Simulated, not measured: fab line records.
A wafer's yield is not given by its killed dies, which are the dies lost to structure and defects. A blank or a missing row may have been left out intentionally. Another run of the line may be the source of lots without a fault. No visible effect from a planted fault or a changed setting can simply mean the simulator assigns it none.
Matching of chambers ; flow nand-harc ; NHARC_A_CHANNEL_HOLE_D1_ETCH_16 on rie-diel-03: 4 sister chambers
The step etches the open film in O2/COS, target depth 3100 nm, time 806 s. 14 wafers are shown with their chamber, then 7 later ones without.

WAFERS PAIRED WITH THEIR CHAMBERS
wafer;chamber;showerhead-plenum-p-Torr (Torr);drypump-motor-current-A (A);run-length-s (s)
L887.1;0;2.97;5.7;827.8
L887.2;1;3.18;6.6;827.9
L887.5;1;3.18;6.6;828.1
L889.1;1;3.18;6.7;827.6
L889.2;0;2.97;5.7;827.2
L889.5;1;3.18;6.6;827.8
L891.3;2;2.96;5.9;827.8
L891.4;1;3.18;6.7;828.4
L891.6;0;2.97;5.7;827.6
L892.2;3;3.13;6.2;826.4
L892.4;0;2.97;5.7;827.6
L892.5;2;2.96;5.9;827.0
L894.2;0;2.97;5.7;827.1
L894.4;3;3.12;6.2;826.5

SIGNATURES, as means of the wafers listed above
reading;chamber 0;chamber 1;chamber 2;chamber 3;scatter within a chamber
showerhead-plenum-p-Torr;2.9700;3.1800;2.9600;3.1250;0.00224
drypump-motor-current-A;5.700;6.640;5.900;6.200;0.0346
run-length-s;827.460;827.960;827.400;826.450;0.324
Rule: for a wafer and a chamber, the distance is found by dividing, reading by reading, the gap between the wafer's reading and the chamber's mean by the reading's scatter, squaring, summing and taking the root. If the next closest chamber is less than 2 further off than the closest, the wafer can't be placed; otherwise it belongs to the closest. The scatter: the root of (the sum of the squares of (reading less its chamber's mean) over the shown wafers, divided by (wafers less chambers)).

WAFERS WITH NO CHAMBER GIVEN
wafer;showerhead-plenum-p-Torr (Torr);drypump-motor-current-A (A);run-length-s (s)
L894.6;2.97;5.7;827.4
L899.1;2.97;5.8;827.1
L899.2;3.17;6.6;827.6
L899.6;3.17;6.7;828.2
L903.3;3.17;6.7;828.1
L903.6;2.97;5.7;827.1
L902.3;2.97;5.7;827.4

WHICH CHAMBER EACH WENT THROUGH
wafer;from the rows above;in truth
L894.6;0;0
L899.1;0;0
L899.2;1;1
L899.6;1;1
L903.3;1;1
L903.6;0;0
L902.3;0;0
Correctly placed: 7 of 7. Left unplaced by these rows: 0. Placed wrongly: 0.
